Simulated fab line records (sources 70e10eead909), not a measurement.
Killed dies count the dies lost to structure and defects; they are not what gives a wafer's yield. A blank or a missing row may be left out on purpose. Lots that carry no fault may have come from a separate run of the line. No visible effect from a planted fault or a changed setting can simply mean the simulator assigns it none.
Chamber matching / flow nandHarc / NHARC_A_CHANNEL_FILL_D1_ALD_16 on aldHk-04 has 4 sister chambers
The step deposits SiO2, target thk 1.5 nm, pulse time 10 s, ald cycles 15. 4 wafers are shown with their chamber, then 12 later ones without.

WAFERS PAIRED WITH THEIR CHAMBERS
wafer=L089.4; chamber=0; heaterPowerW (W)=498
wafer=L089.1; chamber=3; heaterPowerW (W)=489
wafer=L089.3; chamber=2; heaterPowerW (W)=455
wafer=L089.5; chamber=1; heaterPowerW (W)=542

WAFERS WITHOUT THEIR CHAMBER
wafer=L090.1; heaterPowerW (W)=487
wafer=L090.3; heaterPowerW (W)=494
wafer=L090.4; heaterPowerW (W)=530
wafer=L091.2; heaterPowerW (W)=522
wafer=L091.3; heaterPowerW (W)=456
wafer=L091.4; heaterPowerW (W)=484
wafer=L092.3; heaterPowerW (W)=526
wafer=L092.4; heaterPowerW (W)=498
wafer=L092.5; heaterPowerW (W)=498
wafer=L092.1; heaterPowerW (W)=485
wafer=L092.2; heaterPowerW (W)=464
wafer=L092.6; heaterPowerW (W)=533

WHICH CHAMBER EACH ONE RAN IN
wafer=L090.1; from the rows above=can't be placed: 3 or 0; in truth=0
wafer=L090.3; from the rows above=can't be placed: 0 or 3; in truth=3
wafer=L090.4; from the rows above=1; in truth=1
wafer=L091.2; from the rows above=can't be placed: 1 or 0 or 3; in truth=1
wafer=L091.3; from the rows above=2; in truth=2
wafer=L091.4; from the rows above=can't be placed: 3 or 0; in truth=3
wafer=L092.3; from the rows above=can't be placed: 1 or 0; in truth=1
wafer=L092.4; from the rows above=can't be placed: 0 or 3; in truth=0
wafer=L092.5; from the rows above=can't be placed: 0 or 3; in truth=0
wafer=L092.1; from the rows above=can't be placed: 3 or 0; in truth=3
wafer=L092.2; from the rows above=can't be placed: 2 or 3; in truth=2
wafer=L092.6; from the rows above=1; in truth=1
Correct placement for 3 of the 12. These rows do not allow placing 9 (true chamber among the candidates in 9). 0 placed wrongly.
How it was worked out, from the rows above alone: a wafer's distance from a chamber is the root of the sum, over the readings, of the square of ((its reading less the chamber's mean) divided by the reading's scatter). The wafer belongs to the nearest chamber; if the next one is less than 2 further off, it can't be placed. Each chamber's mean is taken over the wafers shown for it. The scatter (one wafer shown for each chamber): square how far every hidden wafer sits from the nearest shown wafer, average those squares and take the square root.
